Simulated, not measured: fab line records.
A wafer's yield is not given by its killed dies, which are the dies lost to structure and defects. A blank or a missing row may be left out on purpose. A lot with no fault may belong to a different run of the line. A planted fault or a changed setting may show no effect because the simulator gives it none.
fab line records | flow nandHarc
[record] lots = 6 wafers = 18 lastDay = 32
route steps=1302 shown A_M0@1148
lots that met no fault: from a run of the same line without faults
startH: the number of hours between the record's first day and the start of the first shown wafer of the lot | waitH: time in hours since the lot's previous step | " unchanged from the row above | L1.1+2: several wafers, shown together as one row | - no value, or no start given | * or withheld: withheld | < > ~ a bound
route shown NAME@n: a module of which the file shows steps, and the number in the route of the first | usual: mean/standard deviation taken from wafers without a fault | same: alike in all rows | chamber/n: place in a boat | sites: per-site readings | _std_site: the values' standard deviation | _edge_site: the outer-site mean with the inner-site mean subtracted | radiusMm: how far each site lies from the wafer's centre | mask NAME#n: copy n | behind: the most recent tool/chamber to have shaped the wafer | hold: why the lot was held/for how many hours/how that ended | device: names the non-switching transistor (n, p or np) | end of line: the same wafers' tests at the end of the route | step lacking rows: just its recipe | killed: count of dies lost to structure and defects at first sort (not the wafer's yield) | map: shows each die of a wafer: x if killed, . if not, _ if none is there
set.NAME: the run value of the setting; set.NAME@STEP: its run value at that earlier step | model.NAME: the simulator's own value behind a step, which no gauge read
a table for each step, a row for each wafer; lots at some steps of the route
services: when a tool's chamber went out of use (startH, in hours from the record's first day, below 0 if earlier), for how many hours, and the reason
[[steps]]
[step NHARC_A_M0_OVL_MEAS_10]
[recipe] pitchNm = 160
[usual] overlayXNm = 0.3/1.1 overlayYNm = 0.1/0.72
// columns lot.wafer tool chamber startH waitH overlayXNm overlayYNm
L987.2 overlay-02 - 531.08 - -0.3 0.0
L987.5 " - " " -0.6 0.1
L987.6 " - " " -0.5 0.1
L988.1 overlay-01 - 539.29 - 1.4 0.7
L988.5 " - " " 1.2 1.1
L988.6 " - " " 1.5 0.6
L995.2 overlay-02 - 598.70 - 1.3 0.7
L995.3 " - " " 0.7 0.6
L995.6 " - " " 0.7 0.8
L993.1 overlay-01 - 599.83 - 0.7 -0.4
L993.2 " - " " 1.8 0.0
L993.6 " - " " 1.1 0.3
L105.1 overlay-01 - 710.67 - -0.1 -0.5
L105.4 " - " " 0.3 0.0
L105.6 " - " " 0.1 -0.2
L106.2 overlay-02 - 725.37 - -1.5 0.6
L106.5 " - " " -1.9 0.2
L106.6 " - " " -1.6 1.1
[step NHARC_A_M0_INSPECT_11]
[usual] rawDefectCount = 85/44
// columns lot.wafer tool chamber startH waitH rawDefectCount
L987.2 defectInspect-01 - 531.12 0.0 54
L987.5 " - " " 63
L987.6 " - " " 67
L988.1 defectInspect-01 - 539.33 0.0 75
L988.5 " - " " 55
L988.6 " - " " 58
L995.2 defectInspect-01 - 598.74 0.0 150
L995.3 " - " " 151
L995.6 " - " " 171
L993.1 defectInspect-02 - 599.86 0.0 105
L993.2 " - " " 106
L993.6 " - " " 106
L105.1 defectInspect-02 - 710.71 0.0 103
L105.4 " - " " 106
L105.6 " - " " 97
L106.2 defectInspect-01 - 725.40 0.0 97
L106.5 " - " " 96
L106.6 " - " " 101
[step NHARC_A_M0_DESCUM_14]
[recipe] timeS = 3 o2FlowSccm = 200 arFlowSccm = 0 biasPowerW = 0 chemistry = O2
[step NHARC_A_M0_ETCH_34]
[recipe] targetDepthA = 400 overetchA = 120 timeS = 43.94 ionEnergyEv = 200 n2FlowSccm = 150 h2FlowSccm = 150 arFlowSccm = 0 rfW = 400 biasW = 150 chemistry = N2/H2
[usual] drypumpMotorCurrentA = 5.8/0.34 oesProductAu = 1.001/0.014 rfFwdPowerW = 394.1/1.9 rfVppV = 430.1/2.5 showerheadPlenumPTorr = 2.02/0.09 throttleValvePct = 14.169/0.0096
// columns lot.wafer tool chamber startH waitH drypumpMotorCurrentA oesProductAu rfFwdPowerW rfHoursCounterH rfVppV showerheadPlenumPTorr throttleValvePct
L987.2 rieDiel-05 2 531.27 0.1 5.6 0.996 393.5 6.0 432.4 2.11 14.174
L987.5 " 0 " " 6.0 0.995 393.1 - 430.6 2.02 14.178
L987.6 " 1 " " 6.0 1.003 391.8 - 429.7 2.01 14.166
L988.1 rieDiel-05 1 539.49 0.1 6.0 1.003 392.3 7.0 429.9 2.01 14.171
L988.5 " 3 " " 5.5 0.985 394.8 - 427.9 1.89 14.174
L988.6 " 0 " " 6.0 0.984 391.7 - 429.4 2.02 14.164
L995.3 rieDiel-05 0 598.89 0.1 6.0 0.998 390.8 0.0 429.2 2.02 14.173
L995.2 " 3 " " 5.5 1.001 394.5 0.1 425.4 1.89 14.164
L995.6 " 0 " " 6.0 1.009 392.4 - 429.8 2.02 14.184
L993.1 rieDiel-05 1 600.02 0.1 6.0 0.982 391.1 0.1 430.4 2.01 14.165
L993.2 " 2 " " 5.6 1.015 397.6 0.2 432.6 2.11 14.184
L993.6 " 0 " " 6.0 1.003 390.2 - 430.3 2.02 14.167
L105.1 rieDiel-05 2 710.89 0.1 5.6 1.023 394.1 6.1 433.8 2.11 14.172
L105.6 " 3 " " 5.5 0.998 392.7 - 426.1 1.89 14.177
L105.4 " 2 " " 5.6 1.016 395.7 - 432.6 2.11 14.178
L106.2 rieDiel-05 3 725.58 0.1 5.5 1.007 394.6 6.8 425.9 1.89 14.166
L106.5 " 2 " " 5.5 1.010 394.5 - 431.5 2.11 14.162
L106.6 " 3 " " 5.5 1.010 395.7 - 426.8 1.89 14.189
[step NHARC_A_M0_ETCH_15]
[recipe] targetDepthA = 1500 overetchA = 150 timeS = 82.5 c4f8FlowSccm = withheld arFlowSccm = 400 rfW = 600 biasW = 300 chemistry = C4F8/Ar
[step NHARC_A_M0_CD_MEAS_16]
[usual] cdNm = 80.4/0.92
// columns lot.wafer tool chamber startH waitH cdNm
L987.2 cdSem-03 - 531.48 - 80.6
L987.5 " - " " 81.4
L987.6 " - " " 80.9
L988.1 cdSem-01 - 539.69 - 80.9
L988.5 " - " " 82.4
L988.6 " - " " 80.9
L995.2 cdSem-02 - 599.10 - 80.0
L995.3 " - " " 79.0
L995.6 " - " " 79.5
L993.1 cdSem-03 - 600.23 - 80.8
L993.2 " - " " 80.6
L993.6 " - " " 79.5
L105.1 cdSem-01 - 711.11 - 80.8
L105.4 " - " " 82.2
L105.6 " - " " 79.5
L106.2 cdSem-01 - 725.81 - 79.9
L106.5 " - " " 81.8
L106.6 " - " " 80.0
[step NHARC_A_M0_STRIP_18]
[recipe] powerW = 1000 n2FlowSccm = 150 h2FlowSccm = 150 arFlowSccm = 0 biasW = 0 chemistry = N2/H2
[step NHARC_A_M0_STRIP_19]
[recipe] timeS = 600 tempC = 30 chemistry = postEtchResidueRemover
[step NHARC_A_M0_DEGAS_28]
[recipe] tempC = 250 timeS = 60
[usual] heaterPowerW = 327/32
// columns lot.wafer tool chamber startH waitH heaterPowerW
L987.2 pvdSputter-02 - 532.10 - 365
L987.5 " - " " 302
L987.6 " - " " 366
L988.1 pvdSputter-02 - 540.33 - 349
L988.5 " - " " 327
L988.6 " - " " 308
L995.2 pvdSputter-01 - 599.72 - 290
L995.3 " - " " 362
L995.6 " - " " 294
L993.1 pvdSputter-03 - 600.85 - 335
L993.2 " - " " 390
L993.6 " - " " 277
L105.4 pvdSputter-01 - 711.78 - 305
L105.1 " - " " 336
L105.6 " - " " 294
L106.2 pvdSputter-01 - 726.44 - 355
L106.5 " - " " 283
L106.6 " - " " 295
[step NHARC_A_M0_PRE_CLEAN_29]
[recipe] timeS = 30 tempC = 280 gas = H2/He
[usual] heaterPowerW = 402/38
// columns lot.wafer tool chamber startH waitH heaterPowerW
L987.2 pvdSputter-02 - - - 429
L987.5 " - " " 429
L987.6 " - " " 404
L988.1 pvdSputter-02 - - - 448
L988.6 " - " " 388
L988.5 " - " " 455
L995.3 pvdSputter-01 - - - 444
L995.2 " - " " 354
L995.6 " - " " 352
L993.2 pvdSputter-03 - - - 335
L993.1 " - " " 474
L993.6 " - " " 424
L105.4 pvdSputter-01 - - - 348
L105.1 " - " " 362
L105.6 " - " " 448
L106.2 pvdSputter-01 - - - 426
L106.6 " - " " 410
L106.5 " - " " 437
[step NHARC_A_M0_PVD_20]
[recipe] targetThkA = 50 biasV = 168.6 powerW = 15000 chamberPressurePa = 0.12 timeS = 8.06 substrateTempC = 50 material = TaN
[usual] substrateTempC = 49.99/0.12 throttleValvePct = 29.9/1.1
// columns lot.wafer tool chamber startH waitH substrateTempC throttleValvePct
L987.2 pvdSputter-02 - - - 50.03 29.5
L987.6 " - " " 49.82 29.2
L987.5 " - " " 49.99 29.6
L988.1 pvdSputter-02 - - - 49.97 29.7
L988.5 " - " " 49.90 29.6
L988.6 " - " " 49.96 30.2
L995.3 pvdSputter-01 - - - 49.96 28.9
L995.2 " - " " 49.93 30.4
L995.6 " - " " 49.89 29.5
L993.2 pvdSputter-03 - - - 50.00 29.6
L993.1 " - " " 50.06 27.3
L993.6 " - " " 50.14 27.4
L105.1 pvdSputter-01 - - - 50.16 30.3
L105.4 " - " " 50.05 29.0
L105.6 " - " " 50.18 30.1
L106.2 pvdSputter-01 - - - 50.17 29.3
L106.5 " - " " 50.12 31.4
L106.6 " - " " 50.24 29.5
[step NHARC_A_M0_PVD_21]
[recipe] targetThkA = 300 chamberPressurePa = 5 powerW = 5000 substrateTempC = 30 timeS = 20.49 material = Cu
[step NHARC_A_M0_ECD_22]
[recipe] targetThkA = 4000 bathTempC = 25 material = Cu
[usual] bathHeatDutyPct = 6.6/0.55 bathTempC = 25.01/0.1
// columns lot.wafer tool chamber startH waitH bathHeatDutyPct bathTempC
L987.2 ecdCu-02 1 532.46 - 6.7 24.97
L987.5 " 1 " " 6.7 25.06
L987.6 " 0 " " 7.3 25.13
L988.1 ecdCu-01 0 540.66 - 5.5 25.01
L988.6 " 0 " " 6.3 25.03
L988.5 " 1 " " 6.7 24.89
L995.2 ecdCu-01 0 600.13 - - -
L995.3 " 0 " " - -
L995.6 " 1 " " - -
L993.2 ecdCu-01 1 601.22 - - -
L993.1 " 0 " " - -
L993.6 " 1 " " - -
L105.1 ecdCu-02 1 712.14 - 6.1 25.08
L105.4 " 0 " " 6.7 25.17
L105.6 " 1 " " 6.6 24.98
L106.2 ecdCu-02 1 726.80 - 6.4 24.85
L106.5 " 1 " " 6.5 24.95
L106.6 " 0 " " 6.9 25.07
[step NHARC_A_M0_ANNEAL_30]
[recipe] tempC = 225 timeS = 90
[usual] wafer_temp_C_max = 225.95/0.21
// columns lot.wafer tool chamber startH waitH wafer_temp_C_max
L987.2 rtpAnneal-02 0 532.89 0.4 226.17
L987.5 " 0 " " 225.96
L987.6 " 0 " " 226.17
L988.1 rtpAnneal-02 0 541.04 - 226.17
L988.5 " 0 " " 226.09
L988.6 " 0 " " 226.23
L995.2 rtpAnneal-02 0 600.50 0.3 225.87
L995.3 " 0 " " 225.94
L995.6 " 0 " " 225.92
L993.1 rtpAnneal-01 0 601.59 0.3 225.97
L993.2 " 0 " " 226.04
L993.6 " 0 " " 225.78
L105.1 rtpAnneal-02 0 712.52 - 226.02
L105.4 " 0 " " 225.86
L105.6 " 0 " " 225.56
L106.2 rtpAnneal-01 0 727.22 - 225.89
L106.5 " 0 " " 226.47
L106.6 " 0 " " 225.76
[step NHARC_A_M0_CMP_23]
[recipe] tOverpolishS = 20 targetThkNm = 113.75
[usual] edgeZonePressureFrac = 0.999/0.0049 motorCurrentA = 12.0/1.2 slurryFilterDpKPa = 13.50/0.14 timeToEndpointS = 30/4
// columns lot.wafer tool chamber startH waitH edgeZonePressureFrac motorCurrentA slurryFilterDpKPa timeToEndpointS
L987.2 cmp-01 2 533.25 - 1.008 12.4 13.86 31
L987.6 " 0 " " 0.995 13.2 13.44 29
L987.5 " 1 " " 1.003 13.7 13.63 29
L988.1 cmp-01 2 541.44 - 0.992 12.7 13.68 37
L988.5 " 0 " " 1.001 12.9 13.48 28
L988.6 " 1 " " 0.988 14.0 13.43 30
L995.3 cmp-03 3 600.80 - 0.995 10.0 13.55 2
L995.2 " 1 " " 0.997 12.3 13.34 3
L995.6 " 3 " " 0.996 10.2 13.30 2
L993.1 cmp-01 1 601.97 - 1.001 13.6 13.34 4
L993.2 " 2 " " 0.998 13.6 13.49 8
L993.6 " 1 " " 1.005 14.1 13.62 4
L105.1 cmp-02 0 712.86 - 1.002 10.2 13.25 28
L105.4 " 1 " " 0.988 13.7 13.41 32
L105.6 " 1 " " 1.004 14.0 13.38 31
L106.2 cmp-01 0 727.57 - 0.996 12.9 13.44 30
L106.5 " 2 " " 0.998 12.7 13.44 36
L106.6 " 3 " " 0.998 12.0 13.54 28
[step NHARC_A_M0_THK_MEAS_24]
[recipe] thkMeasGauge = xrf
[usual] thkNm = 114.1/1.8
// columns lot.wafer tool chamber startH waitH thkNm
L987.2 filmMetro-01 - 533.52 - 116.2
L987.5 " - " " 114.9
L987.6 " - " " 114.0
L988.1 filmMetro-02 - 541.69 - 114.5
L988.5 " - " " 111.8
L988.6 " - " " 114.4
L995.2 filmMetro-02 - 601.12 - 31.6
L995.3 " - " " 31.4
L995.6 " - " " 28.7
L993.1 filmMetro-02 - 602.25 - 29.8
L993.2 " - " " 30.0
L993.6 " - " " 29.2
L105.1 filmMetro-02 - 713.18 - 111.7
L105.4 " - " " 114.1
L105.6 " - " " 116.3
L106.2 filmMetro-02 - 727.83 - 112.1
L106.5 " - " " 117.4
L106.6 " - " " 113.9
[step NHARC_A_M0_SRD_25]
[[services]]
// columns tool chamber startH hours kind
rieDiel-05 3 508.87 6.4 repair
ecdCu-01 - 512.00 8.0 pm
ecdCu-02 - 513.00 0.7 repair
rieDiel-05 0 524.36 6.7 repair
pvdSputter-03 - 526.00 10.0 pm
ecdCu-01 - 538.43 1.2 repair
ecdCu-01 - 548.69 4.2 repair
pvdSputter-03 - 560.40 6.0 repair
rieDiel-05 2 570.26 6.1 repair
cmp-01 - 577.72 4.0 pm
pvdSputter-01 - 582.00 10.0 pm
rieDiel-05 - 583.73 9.0 pm
ecdCu-02 - 596.00 8.0 pm
ecdCu-01 - 610.82 3.9 repair
cmp-01 - 637.66 2.3 repair
pvdSputter-02 - 638.06 10.0 pm
rieDiel-05 3 649.22 3.5 repair
ecdCu-01 - 655.71 4.9 repair
ecdCu-01 - 671.16 0.5 repair
cmp-01 - 675.72 4.0 pm
pvdSputter-03 - 680.21 1.1 repair
pvdSputter-03 - 683.92 2.5 repair
ecdCu-01 - 688.00 8.0 pm
rieDiel-05 1 689.59 38.9 repair
[[key]]
[firstSign] step = NHARC_A_M0_ECD_22 reading = toolRecord direction = missing
[effect] step = NHARC_A_M0_CMP_23 reading = timeToEndpointS direction = down sigmas = 6.6 usual = * struck = *
[effect] step = NHARC_A_M0_THK_MEAS_24 reading = thkNm direction = down sigmas = 46 usual = 114.1 struck = 30.1
metAt NHARC_A_M0_ECD_22
struckWafers L993.1,L993.2,L993.6,L995.2,L995.3,L995.6
laterRowsLeftOut L993.1,L993.2,L993.6,L995.2,L995.3,L995.6
sortLeftOut L993.1,L993.2,L993.6,L995.2,L995.3,L995.6
onsetBetween 540.66 600.13
[fault] kind = skippedStepWhole tool = ecdCu-01 chamber = - onsetH = 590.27 steps = NHARC_A_M0_ECD_22 scope = struckLotsOnly
// sortLeftOut: the simulated sort isn't trusted on such a fault, so these wafers' sort isn't shown, and their yield isn't known
// laterRowsLeftOut: the simulator's readings of these wafers behind a module that went badly wrong aren't trusted and aren't shown, but for the sort
